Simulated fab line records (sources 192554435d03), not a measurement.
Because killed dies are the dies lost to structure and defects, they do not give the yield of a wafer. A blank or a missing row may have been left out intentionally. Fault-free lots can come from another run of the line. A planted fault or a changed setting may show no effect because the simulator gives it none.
Matching of chambers :: flow n5_finfet :: N5_MOL_CONTACT_COAG_ETCH_15 on rie_diel-06: 4 sister chambers
The step etches SiNx in CH3F/O2, stops on Si:P, target depth 7 nm. 4 wafers are shown with their chamber, then 9 later ones without.

== WAFERS PAIRED WITH THEIR CHAMBERS ==
wafer: L083.4
chamber: 1
showerhead_plenum_p_Torr (Torr): 2.06

wafer: L085.5
chamber: 2
showerhead_plenum_p_Torr (Torr): 2.02

wafer: L086.3
chamber: 0
showerhead_plenum_p_Torr (Torr): 1.98

wafer: L086.5
chamber: 3
showerhead_plenum_p_Torr (Torr): 2.04

== WAFERS WITHOUT THEIR CHAMBER ==
wafer: L089.1
showerhead_plenum_p_Torr (Torr): 2.01

wafer: L089.5
showerhead_plenum_p_Torr (Torr): 1.98

wafer: L089.6
showerhead_plenum_p_Torr (Torr): 2.04

wafer: L093.2
showerhead_plenum_p_Torr (Torr): 1.98

wafer: L093.4
showerhead_plenum_p_Torr (Torr): 2.01

wafer: L093.5
showerhead_plenum_p_Torr (Torr): 2.03

wafer: L096.2
showerhead_plenum_p_Torr (Torr): 1.98

wafer: L096.4
showerhead_plenum_p_Torr (Torr): 1.98

wafer: L096.5
showerhead_plenum_p_Torr (Torr): 2.01

== WHICH CHAMBER EACH ONE RAN IN ==
wafer: L089.1
from the rows above: 2
in truth: 2

wafer: L089.5
from the rows above: 0
in truth: 0

wafer: L089.6
from the rows above: 3
in truth: 3

wafer: L093.2
from the rows above: 0
in truth: 0

wafer: L093.4
from the rows above: 2
in truth: 2

wafer: L093.5
from the rows above: can't be placed: 2 or 3
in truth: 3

wafer: L096.2
from the rows above: 0
in truth: 0

wafer: L096.4
from the rows above: 0
in truth: 0

wafer: L096.5
from the rows above: 2
in truth: 2
Placed correctly: 8 of 9. Can't be placed from these rows: 1 (the true chamber is among the candidates in 1). Number placed wrongly: 0.
How it was worked out, from the rows above alone: a wafer's distance from a chamber is the root of the sum, over the readings, of the square of ((its reading less the chamber's mean) divided by the reading's scatter). The wafer belongs to the nearest chamber; if the next one is less than 2 further off, it can't be placed. A chamber's mean is the mean of its shown wafers. The scatter: root of mean squared gap, hidden wafer to nearest shown wafer, with one shown wafer a chamber.
